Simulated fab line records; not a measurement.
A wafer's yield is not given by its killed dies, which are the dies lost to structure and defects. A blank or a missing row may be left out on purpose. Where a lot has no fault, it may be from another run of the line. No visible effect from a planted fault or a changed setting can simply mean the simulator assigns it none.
Chamber matching ; flow n5Finfet ; 3 sister chambers for N5_GATE_CUT_HM_DEP_46 on pecvd-02
The step deposits SiO2 from TEOS/O2, target thk 130 nm, time 26.6 s. 3 wafers are shown with their chamber, then 8 later ones without.

## WAFERS PAIRED WITH THEIR CHAMBERS
wafer;chamber;throttleValvePct (%)
L089.2;2;17.5
L089.3;1;18.8
L091.2;0;19.6

## WAFERS WITH NO CHAMBER GIVEN
wafer;throttleValvePct (%)
L091.4;18.7
L091.6;19.5
L092.4;17.5
L092.5;19.9
L092.6;18.9
L096.1;18.6
L096.3;17.5
L096.5;19.8

## THE CHAMBER EACH PASSED THROUGH
wafer;from the rows above;in truth
L091.4;1;1
L091.6;0;0
L092.4;2;2
L092.5;0;0
L092.6;1;1
L096.1;1;1
L096.3;2;2
L096.5;0;0
Placed correctly: 8 of 8. Left unplaced by these rows: 0. Placed wrongly: 0.
How it was worked out, from the rows above alone: a wafer's distance from a chamber is the root of the sum, over the readings, of the square of ((its reading less the chamber's mean) divided by the reading's scatter). If the next closest chamber is less than 2 further off than the closest, the wafer can't be placed; otherwise it belongs to the closest. For every chamber, the mean is computed from those of its wafers that are shown. The scatter: root of mean squared gap, hidden wafer to nearest shown wafer, with one shown wafer a chamber.
